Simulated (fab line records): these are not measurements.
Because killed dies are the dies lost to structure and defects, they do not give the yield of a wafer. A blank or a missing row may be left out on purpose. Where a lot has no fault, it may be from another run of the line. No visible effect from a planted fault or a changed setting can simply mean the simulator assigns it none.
fab line records	flow n5_finfet
record lots=3	wafers=9	last_day=15
route steps=1938 shown GATE_CUT@501 MOL_CONTACT_COAG@517 PASSIVATION@1936
lots that met no fault: from a run of the same line without faults
start_h: start of the lot's first displayed wafer, in hours after the record's first day	wait_h: hours elapsed since this lot's preceding step	" as in the row above	L1.1+2: several wafers, shown together as one row	- either no value or no given start	* or withheld: withheld	< > ~ a bound
route shown NAME@n: NAME is a module with steps in the file, n the number in the route of the first one	usual: mean/standard deviation taken from wafers without a fault	same: alike in all rows	chamber/n: place in a boat	sites: per-site readings	_std_site: the standard deviation of these	_edge_site: mean of outer sites minus mean of inner sites	radius_mm: how far each site lies from the wafer's centre	mask NAME#n: copy n	behind: tool/chamber where the wafer was last shaped	hold: reason for holding the lot/hours on hold/outcome of the hold	device: whichever transistor did not switch (one of n, p or np)	end of line: tests run on the same wafers once the route is complete	for a step that has no rows: nothing shown but its recipe	killed: the dies lost at the first sort to structure and to defects; this is not the yield of the wafer	map: the dies of a wafer, with x for killed, . for not killed, _ for no die there
set.NAME: the setting that was run; set.NAME@STEP: the one run at that earlier step	model.NAME: the simulator's own value behind a step, which no gauge read
lots seen at some steps along the route; tables by step, rows by wafer
services: from which hour (start_h, from the record's first day; less than 0 if before it) a tool's chamber was out of use, for how many hours, and why
## steps
# step N5_GATE_CUT_CUT_ETCH_54
# recipe chemistry=Cl2/BCl3	target=TiN	mask_material=SiO2	target_depth_a=967	pressure_mtorr=10	icp_w=1000	bias_w=126	Cl2_flow_sccm=53.25	bcl3_flow_sccm=21.75	Ar_flow_sccm=25	ends=cleared
# step N5_GATE_CUT_CUT_ETCH_55
# recipe chemistry=BCl3	target=HfO2	mask_material=SiO2	target_depth_a=32	ion_energy_ev=30	pressure_mtorr=5	icp_w=450	bias_w=18	bcl3_flow_sccm=80
# step N5_GATE_CUT_ETCH_47
# recipe chemistry=Cl2/BCl3	target=SiO2	target_depth_a=100	pressure_mtorr=10	icp_w=1000	bias_w=126	Cl2_flow_sccm=53.25	bcl3_flow_sccm=21.75	Ar_flow_sccm=25
# step N5_GATE_CUT_VAPOR_ETCH_48
# recipe chemistry=BCl3/Cl2	target=TiN	mode=isotropic
# step N5_GATE_CUT_VAPOR_ETCH_49
# recipe chemistry=BCl3/Cl2	target=TiAlC	mode=isotropic
# step N5_GATE_CUT_VAPOR_ETCH_51
# recipe chemistry=BCl3/Cl2	target=HfO2	mode=isotropic
# step N5_GATE_CUT_STRIP_21
# recipe chemistry=N2/H2	time_s=30	power_w=1000	temp_c=250	pressure_mtorr=withheld	n2_flow_sccm=1750	h2_flow_sccm=3250
# step N5_GATE_CUT_STRIP_29
# recipe chemistry=post_etch_residue_remover	time_s=60	temp_c=25	remover_ph=withheld	remover_water_wt_pct=withheld	remover_fluoride_wt_pct=withheld
# step N5_GATE_CUT_SRD_52
# recipe dry=ipa_marangoni	time_s=30	temp_c=23	rinse_liquid=diw
# step N5_GATE_CUT_ALD_22
# recipe material=SiNx	target_thk_a=160	temp_c=400	ald_precursor_family=SiH2I2	ald_co_reactant=N2/H2-plasma	pulse_time_s=1	ald_cycles=320	purge_time_s=2	co_reactant_purge_time_s=2	pressure_torr=2
# step N5_GATE_CUT_CMP_23
# recipe stop_on=SiO2	t_overpolish_s=23.4	post_cmp_clean=alkaline_brush	down_force_psi=2.5	platen_rpm=51.8	pad_velocity_m_s=1.0307	target_thk_nm=16
# step N5_GATE_CUT_CMP_43
# recipe material=SiO2	post_cmp_clean=rinse_only
# usual motor_current_A=12.0/1.8
lot.wafer	tool	chamber	start_h	wait_h	motor_current_A
L824.3	cmp-02	2	92.23	0.0	13.7
L824.2	"	3	"	"	11.2
L824.1	"	0	"	"	11.4
L826.2	cmp-01	0	101.54	0.1	11.8
L826.6	"	3	"	"	10.8
L826.5	"	0	"	"	12.2
L838.1	cmp-01	1	174.46	0.2	11.5
L838.4	"	2	"	"	16.4
L838.2	"	3	"	"	11.5
# step N5_GATE_CUT_CMP_61
# recipe stop_on=SiNx	t_overpolish_s=3	post_cmp_clean=alkaline_brush	down_force_psi=4	platen_rpm=27.09	pad_velocity_m_s=0.539
# step N5_MOL_CONTACT_COAG_COAT_103
# recipe resist=SOC	temp_c=250	time_s=60	spin_rpm=1500	resist_thk_nm=80
# step N5_MOL_CONTACT_COAG_COAT_104
# recipe resist=SiARC	temp_c=220	time_s=60	spin_rpm=1500	resist_thk_nm=12
# step N5_MOL_CONTACT_COAG_COAT_58
# recipe resist=underlayer	temp_c=205	time_s=60	spin_rpm=1500	resist_thk_nm=10
# step N5_MOL_CONTACT_COAG_COAT_02
# recipe resist=CAR-EUV	spin_rpm=1500	resist_thk_nm=30
# step N5_MOL_CONTACT_COAG_EBR_04
# recipe solvent=PGMEA	ebr_width_mm=1.5
# step N5_MOL_CONTACT_COAG_SOFTBAKE_03
# recipe temp_c=110	time_s=60	resist=CAR-EUV
# step N5_MOL_CONTACT_COAG_EXPOSE_05
# recipe mask_id=CA	na=0.33	source_shape=annular	sigma_inner=0.4	sigma_outer=0.8	polarization=unpolarized	defocus_nm=0	dose_mj=38.25
# step N5_MOL_CONTACT_COAG_PEB_06
# recipe peb_temp_c=100	peb_time_s=60	resist=CAR-EUV
# step N5_MOL_CONTACT_COAG_DEVELOP_07
# recipe develop_time_s=30	developer=TMAH	resist=CAR-EUV	rinse_liquid=surfactant_rinse	dry=air_spin	dev_temp_c=23
# step N5_MOL_CONTACT_COAG_DESCUM_13
# recipe chemistry=O2	time_s=7	source_power_w=50	bias_power_w=20	pressure_mtorr=20	rf_frequency_hz=2.712e+07	temp_c=40	resist=CAR-EUV	o2_flow_sccm=225
# step N5_MOL_CONTACT_COAG_ETCH_59
# recipe chemistry=N2/H2	target=underlayer	target_depth_a=130	mask_material=CAR-EUV	time_s=10.4	ion_energy_ev=200	pressure_mtorr=30	source_w=840	bias_w=150	n2_flow_sccm=200	h2_flow_sccm=200	ends=cleared
# step N5_MOL_CONTACT_COAG_ETCH_105
# recipe chemistry=CF4	target=SiARC	target_depth_a=156	mask_material=CAR-EUV	time_s=26	ion_energy_ev=80	pressure_mtorr=40	source_w=545	bias_w=36	Ar_flow_sccm=100	cf4_flow_sccm=100	ends=cleared
# step N5_MOL_CONTACT_COAG_ETCH_106
# recipe chemistry=N2/H2	target=SOC	target_depth_a=800	overetch_a=160	mask_material=SiARC	temp_c=40	time_s=120	ion_energy_ev=200	pressure_mtorr=30	source_w=840	bias_w=150	n2_flow_sccm=200	h2_flow_sccm=200
# step N5_MOL_CONTACT_COAG_STRIP_107
# recipe chemistry=N2/H2	temp_c=40	n2_flow_sccm=200	h2_flow_sccm=200	rf_frequency_hz=6e+07
# step N5_MOL_CONTACT_COAG_STRIP_108
# recipe chemistry=N2/H2	temp_c=40	n2_flow_sccm=200	h2_flow_sccm=200	rf_frequency_hz=6e+07
# step N5_MOL_CONTACT_COAG_CONTACT_ETCH_14
# recipe chemistry=C4F6/O2	target=SiO2	target_depth_a=275	overetch_a=85	mask_material=SOC	pressure_mtorr=30	source_w=370	bias_w=185	Ar_flow_sccm=300	C4F6_flow_sccm=16	O2_flow_sccm=10	time_s=20	ion_energy_ev=259.6
# step N5_MOL_CONTACT_COAG_STRIP_109
# recipe chemistry=C4F6/O2	resist=SiARC	rf_frequency_hz=6e+07
# step N5_MOL_CONTACT_COAG_ETCH_15
# recipe chemistry=CH3F/O2	target=SiNx	target_depth_a=70	mask_material=SOC	stop_on=Si:P	over_etch_frac=0.75	ion_energy_ev=120	pressure_mtorr=30	source_w=395	bias_w=73	Ar_flow_sccm=150	CH3F_flow_sccm=30	O2_flow_sccm=20
# step N5_MOL_CONTACT_COAG_ETCH_110
# recipe chemistry=CF4/O2	target=Si	target_depth_a=25	time_s=8	pressure_mtorr=100	source_w=200	bias_w=12	ion_energy_ev=60	Ar_flow_sccm=100	cf4_flow_sccm=100	O2_flow_sccm=10
# step N5_MOL_CONTACT_COAG_STRIP_98
# recipe chemistry=N2/H2	power_w=500	temp_c=40	pressure_mtorr=50	rf_frequency_hz=6e+07	overash_fraction=0.3	bias_power_w=8	h2_frac=0.5	n2_flow_sccm=300	h2_flow_sccm=300
# step N5_MOL_CONTACT_COAG_IMPLANT_129
# recipe species=Ge	energy_kev=3	dose_cm2=6e+14	tilt_deg=0	rotation_deg=0
# step N5_MOL_CONTACT_COAG_PRECLEAN_111
# recipe chemistry=NF3:NH3	afs_cycles=1	temp_c=30	time_s=20	sublimation_temp_c=180	sublimation_time_s=60	pressure_torr=3	rf_power_w=30
# step N5_PASSIVATION_PROBE_49
# usual defect_limited_yield=91.5/1.6	killed_at_M0_to_M3=33/10	killed_at_M4_up=13/5.6	killed_at_contacts=13/6	killed_at_front_end=39/12	killed_at_other=3.0/2.8	killed_dies=101/19	killed_on_rim=13/4	killed_open=65/13	killed_short=32/8.3	sort_bin_5_function=5.0/1	sort_bin_6_memory=3.1/0.69	sort_n_pass=1079/19	sort_yield_pct=91.5/1.6
# same gross_dies=1180	killed_at_back_side=0	sort_bin_4_leakage[%]=0	sort_bin_8_speed[%]=0
lot.wafer	tool	chamber	start_h	wait_h	defect_limited_yield[%]	killed_at_M0_to_M3	killed_at_M4_up	killed_at_contacts	killed_at_front_end	killed_at_other	killed_dies	killed_on_rim	killed_open	killed_short	sort_bin_5_function[%]	sort_bin_6_memory[%]	sort_n_pass	sort_yield_pct[%]
L824.1	prober-02	-	248.81	0.0	89.4	38	22	24	39	2	125	15	86	36	6.2	4.0	1055	89.4
L824.2	prober-02	-	248.86	0.1	93.1	33	10	11	21	7	82	13	53	22	3.6	2.5	1098	93.1
L824.3	prober-02	-	248.91	0.1	90.2	32	16	13	51	4	116	14	72	31	4.7	4.3	1064	90.2
L826.2	prober-02	-	278.44	0.1	91.9	42	14	7	28	4	95	14	59	34	4.7	3.1	1085	91.9
L826.5	prober-02	-	278.59	0.2	90.2	50	21	15	28	2	116	9	77	36	5.3	3.9	1064	90.2
L826.6	prober-02	-	278.64	0.3	91.3	35	20	8	39	1	103	14	68	29	4.9	3.3	1077	91.3
L838.1	prober-01	-	355.45	0.0	92.5	31	5	17	34	1	88	12	64	23	4.4	3.0	1092	92.5
L838.2	prober-01	-	355.50	0.1	92.7	16	10	15	42	3	86	8	56	29	4.3	2.7	1094	92.7
L838.4	prober-01	-	355.60	0.2	72.2	24	13	20	268	3	328	39	54	22	17.6	8.7	852	72.2
# killed by level:class
L824.1 MOL_CONTACT_COAG:geometric_particle:open=19 BEOL_M4:geometric_particle:open=12 BEOL_M3:geometric_particle:open=12 GATE_CUT:geometric_particle:short=11 BEOL_M2:geometric_particle:open=8 FIN_SAQP:geometric_particle:short=7 BEOL_M1:geometric_particle:open=7 DUMMY_GATE:geometric_particle:open=6
L824.2 MOL_CONTACT_COAG:geometric_particle:open=10 BEOL_M2:geometric_particle:open=10 BEOL_M1:geometric_particle:open=6 BEOL_M3:geometric_particle:open=5 FIN_SAQP:geometric_particle:open=4 FIN_SAQP:geometric_particle:short=4 BEOL_M0_SAQP:geometric_particle:short=4 BEOL_M0_SAQP:geometric_particle:open=4
L824.3 FIN_SAQP:geometric_particle:open=11 BEOL_M3:geometric_particle:open=11 MOL_CONTACT_COAG:geometric_particle:open=9 GATE_CUT:geometric_particle:short=8 BEOL_M4:geometric_particle:open=8 BEOL_M0_SAQP:geometric_particle:short=6 STARTING-WAFER:geometric_particle:open=6 FIN_SAQP:geometric_particle:short=5
L826.2 BEOL_M2:geometric_particle:open=13 BEOL_M0_SAQP:geometric_particle:open=12 GATE_CUT:geometric_particle:short=8 BEOL_M0_SAQP:geometric_particle:short=7 MOL_CONTACT_COAG:geometric_particle:open=6 BEOL_M4:geometric_particle:open=6 BEOL_M3:geometric_particle:open=5 FIN_SAQP:geometric_particle:short=4
L826.5 BEOL_M0_SAQP:geometric_particle:short=14 MOL_CONTACT_COAG:geometric_particle:open=13 BEOL_M0_SAQP:geometric_particle:open=11 BEOL_M0:geometric_particle:open=6 BEOL_M1:geometric_particle:open=6 BEOL_M4:geometric_particle:open=5 DUMMY_GATE:geometric_particle:open=4 BEOL_M2:geometric_particle:open=4
L826.6 BEOL_M2:geometric_particle:open=14 STI_FIN_REVEAL:geometric_particle:open=8 BEOL_M4:geometric_particle:open=8 BEOL_M0_SAQP:geometric_particle:open=6 FIN_SAQP:geometric_particle:open=5 MOL_CONTACT_COAG:geometric_particle:open=5 GATE_CUT:geometric_particle:short=4 BEOL_M2:geometric_particle:short=4
L838.1 MOL_CONTACT_COAG:geometric_particle:open=14 FIN_SAQP:geometric_particle:open=10 FIN_SAQP:geometric_particle:short=8 BEOL_M1:geometric_particle:open=8 BEOL_M3:geometric_particle:open=7 BEOL_M0_SAQP:geometric_particle:open=6 BEOL_M2:geometric_particle:open=5 DUMMY_GATE:geometric_particle:open=3
L838.2 MOL_CONTACT_COAG:geometric_particle:open=11 FIN_SAQP:geometric_particle:open=10 GATE_CUT:geometric_particle:short=6 FIN_SAQP:geometric_particle:short=5 BEOL_M4:geometric_particle:open=5 GATE_CUT:geometric_particle:open=4 MOL_CONTACT_COAG:geometric_particle:short=4 BEOL_M3:geometric_particle:open=4
L838.4 GATE_CUT:unspecified=252 MOL_CONTACT_COAG:geometric_particle:open=17 BEOL_M3:geometric_particle:open=8 BEOL_M4:geometric_particle:open=5 BEOL_M0_SAQP:geometric_particle:open=4 DUMMY_GATE:geometric_particle:open=3 MOL_CONTACT_COAG:geometric_particle:short=3 BEOL_M1:geometric_particle:open=3
# map L838.4 (x killed, . not)
_________________..xx..x.xx.x________________
______________..x.......xx.xx..._____________
___________.....x.....xx...........__________
__________x..xxx..x.x.......x....x.x_________
________..x..xx....xxx...xx.....x.x..._______
_______....x....x....x.x...x...x..x..x.______
______.x.......x..xx.....x.x......x.xx.._____
_____..xxxx.x........x.x.......x...x.....____
____.x..xx.x.....xx......x.........x..x..x___
___....x..xxxxxx..........x.x.....x...xxx..__
___........x....x..x.x.x....x........x.x...__
__....x.x....x.....x.x.x.......x......xx...x_
__xxx.x....x.xx..x..x.x..x..xx.....x....xx.._
_x...x....xx.x...xxxx...xx.x.x.....x.........
_..............x..x.xx..x.x.x.xx.x.....x..x..
_....x...........xx..x.xx...x.x.....x...xxx..
_.x....x.x.............x....xx...............
_........x..........x.x.x...xx..xx.xxx...x.x.
_..x..x.....xxx.x.x..x...x..x..xx...x..x.x.x.
_.x..x..x...x..xx....x..x......xx.......x..x.
_xx.xx.....xx...xxx....x.........xx...x.x....
__........x.........x..x....x.x.......xx..x._
__...x......x..x.x.x..xx..xxx.x..x....x....._
___xx..xx..x...xxx.x....x....x....xx.x.....__
___xx.x.............x.x.....x.....x........__
____..xx.xx..x......x........xx.x.x....xxx___
_____.x.x.....x.xx....xx..xx......xxx....____
______..x....x...............x..x..x...._____
_______.xxx...x.x.....x...x..x.........______
________...x.....xx......x...xx......._______
__________x...xx..x.xxx..x.x.x....x._________
___________..xxx.xx.x..............__________
______________xxx....xx.......x._____________
_________________..x..xx..x..________________
# map L826.5 (x killed, . not)
_________________............________________
______________.........x.....x.._____________
___________.....x....x.............__________
__________..........x..............._________
________.............x..x..x......x..._______
_______....x........x..x.......x....x.x______
______...............x...x....x........._____
_____............x.............x.....x...____
____.....x..........x.x........x.x..x.....___
___...................x...x................__
___.x..........x.....x..x...........x..x...__
__...........x.................xx.....x....._
__........................x................._
_.x....................x.........x...........
_.........x..x...........x...................
_.......x.....x......x.........x...x.xx......
_.x..................x......x.........x.....x
_.........x....x....x.....x......x...........
_x.........x..x.x..................x.......x.
_....x.......x......x.............xx....x....
_............................x...............
__........................x..x.............._
__....x.......x....x.....x............x....._
___......x.......x............x............__
___........x............x..........x...x...__
____.....x................................___
_____..................xx..xx......x...x.____
______..........x.x.......x...x.......x._____
_______..x.............................______
________...........x.........x........_______
__________....x..x.....x..xx...x...._________
___________........xx..............__________
______________......x.......x..._____________
_________________.....x......________________
## services
tool	chamber	start_h	hours	kind
cmp-02	-	94.81	4.1	repair
cmp-01	-	160.58	1.5	repair
## key
first_sign step=N5_PASSIVATION_PROBE_49	reading=killed_at_front_end	direction=up	sigmas=20	usual=39	struck=268
effect step=N5_PASSIVATION_PROBE_49	reading=defect_limited_yield	direction=down	sigmas=12	usual=91.5	struck=72.2
more_kills_born_at N5_GATE_CUT_CMP_43@cmp-01=252
met_at N5_GATE_CUT_CMP_43
struck_wafers L838.4
fault kind=chamber_particle_source	tool=cmp-01	chamber=2	onset_h=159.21	steps=N5_GATE_CUT_CMP_43	rate_per_visit_cm2=0.44906	end_h=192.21
